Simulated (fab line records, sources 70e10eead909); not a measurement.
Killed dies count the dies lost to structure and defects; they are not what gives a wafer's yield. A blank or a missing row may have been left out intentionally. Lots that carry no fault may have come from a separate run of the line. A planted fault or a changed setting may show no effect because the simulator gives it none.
A struck lot beside a sound one -- flow nandHarc -- 44 steps out of a route of 1302
Sound: these wafers, L938.1, L938.2, L938.6. Struck: wafers L945.1, L945.3, L945.5. The cause is named last.
For every step that has rows: the tool of each side, followed by ch and its chambers, followed by its first start. Under that, the readings that differ: sound wafers -- struck wafers -- difference of the means -- sigmas: that difference in standard deviations of wafers without a fault.
alike: readings whose means differ by less than 2 such deviations, and words and numbers that are the same on both sides. not compared: withheld readings, readings that some wafer has no value for, bounds like >300 that may hide the same value, and numbers for which the record gives no deviation and whose values overlap.
Wherever a step has rows on one side only, a row that says differs or no value, or a row with sigmas, the two part there. Numbers that have no deviation but don't overlap get no sigmas and don't part them. Lack of a reading on every wafer of one side parts them only where that side has two or more wafers.

first, 8 steps without rows for these wafers: NHARC_P_GATE_DEHYDRATE_38 (time 120 s); NHARC_P_GATE_HMDS_39 (time 30 s); NHARC_P_GATE_COAT_40; NHARC_P_GATE_SOFTBAKE_41 (time 95 s); NHARC_P_GATE_EBR_42; NHARC_P_GATE_EXPOSE_43 (exposes mask P NSD, target cd 720 nm); NHARC_P_GATE_PEB_44 (peb time 85 s); NHARC_P_GATE_DEVELOP_45 (time 70 s).
NHARC_P_GATE_CD_MEAS_46: target cd 720 nm.
  sound on cdSem-02 ch 0, day 6 04:23; struck on cdSem-01 ch 0, day 9 05:29
  alike: cdNm
then, 3 steps without rows for these wafers: NHARC_P_GATE_HARDBAKE_47 (time 80 s); NHARC_P_GATE_DESCUM_48 (chemistry O2, time 3 s); NHARC_P_GATE_IMPLANT_49.
NHARC_P_GATE_STRIP_111: strips in N2/H2, time 250 s.
  sound on plasmaAsher-01 ch 0,1, day 6 04:55; struck on plasmaAsher-01 ch 0,1, day 9 06:01
  alike: drypumpMotorCurrentA, heaterPowerW
  not compared: rfHoursCounterH
NHARC_P_GATE_STRIP_75: strips in O2.
  sound on plasmaAsher-01 ch 0,1, day 6 05:13; struck on plasmaAsher-01 ch 0,1, day 9 06:19
  alike: drypumpMotorCurrentA, heaterPowerW
  not compared: rfHoursCounterH
then, 9 steps without rows for these wafers: NHARC_P_GATE_STRIP_50 (strips in SPM, time 900 s); NHARC_P_GATE_DEHYDRATE_51 (time 120 s); NHARC_P_GATE_HMDS_52 (time 30 s); NHARC_P_GATE_COAT_53; NHARC_P_GATE_SOFTBAKE_54 (time 95 s); NHARC_P_GATE_EBR_55; NHARC_P_GATE_EXPOSE_56 (exposes mask P PSD, target cd 720 nm); NHARC_P_GATE_PEB_57 (peb time 85 s); NHARC_P_GATE_DEVELOP_58 (time 70 s).
NHARC_P_GATE_CD_MEAS_59: target cd 720 nm.
  sound on cdSem-02 ch 0, day 6 06:01; struck on cdSem-01 ch 0, day 9 07:14
  alike: cdNm
then, 1 step without rows for these wafers: NHARC_P_GATE_HARDBAKE_60 (time 80 s).
NHARC_P_GATE_DESCUM_61: chemistry O2, time 3 s.
  sound on rieDiel-09 ch 0,2,3, day 6 06:12; struck on rieDiel-09 ch 0,1,2, day 9 07:25
  alike: drypumpMotorCurrentA, oesProductAu, rfVppV, showerheadPlenumPTorr, throttleValvePct
  not compared: rfHoursCounterH
following that, these wafers have no rows for 1 step: NHARC_P_GATE_IMPLANT_62.
NHARC_P_GATE_STRIP_112: strips in N2/H2, time 200 s.
  sound on plasmaAsher-02 ch 0,1, day 6 06:33; struck on plasmaAsher-02 ch 0,1, day 9 07:46
  alike: drypumpMotorCurrentA, heaterPowerW
  not compared: rfHoursCounterH
NHARC_P_GATE_STRIP_76: strips in O2.
  sound on plasmaAsher-02 ch 0,1, day 6 06:49; struck on plasmaAsher-02 ch 0,1, day 9 08:02
  alike: drypumpMotorCurrentA, heaterPowerW
  not compared: rfHoursCounterH
then, 9 steps without rows for these wafers: NHARC_P_GATE_STRIP_63 (strips in SPM, time 900 s); NHARC_P_GATE_DEHYDRATE_83 (time 120 s); NHARC_P_GATE_HMDS_84 (time 30 s); NHARC_P_GATE_COAT_85; NHARC_P_GATE_SOFTBAKE_86 (time 95 s); NHARC_P_GATE_EBR_87; NHARC_P_GATE_EXPOSE_88 (exposes mask P HVN, target cd 2000 nm); NHARC_P_GATE_PEB_89 (peb time 85 s); NHARC_P_GATE_DEVELOP_90 (time 70 s).
NHARC_P_GATE_CD_MEAS_91: target cd 2000 nm.
  sound on cdSem-01 ch 0, day 6 07:44; struck on cdSem-01 ch 0, day 9 08:49
  alike: cdNm
then, 1 step without rows for these wafers: NHARC_P_GATE_HARDBAKE_92 (time 80 s).
NHARC_P_GATE_DESCUM_93: chemistry O2, time 3 s.
  sound on rieDiel-01 ch 0,3, day 6 07:54; struck on rieDiel-03 ch 2,3, day 9 09:00
reading,sound,struck,difference,sigmas
drypumpMotorCurrentA (A),6.4 6.6 6.7,5.1 5.8 5.1,-1.2,-2
  alike: oesProductAu, rfVppV, showerheadPlenumPTorr, throttleValvePct
  not compared: rfHoursCounterH
following that, these wafers have no rows for 1 step: NHARC_P_GATE_IMPLANT_94.
NHARC_P_GATE_INSPECT_68:
  sound: defectInspect-02 at day 6 10:48; struck: defectInspect-02 at day 9 11:55
reading,sound,struck,difference,sigmas
rawDefectCount,216 190 254,681 713 798,+511,+6
-- break in the record here, with 18 days between the starts of the struck wafers on either side (left off in module P_GATE, picked up again in module END, where the first step shown is number 1302 on the route) --
NHARC_END_SORT_01:
  at this point the record logs the struck wafers (prober-02 ch 0, day 27 11:13) and has no rows for the sound ones

== WHERE THEY PART ==
At NHARC_P_GATE_DESCUM_93 first; at NHARC_END_SORT_01 last (within this record only).

WHY: what the simulator had put in
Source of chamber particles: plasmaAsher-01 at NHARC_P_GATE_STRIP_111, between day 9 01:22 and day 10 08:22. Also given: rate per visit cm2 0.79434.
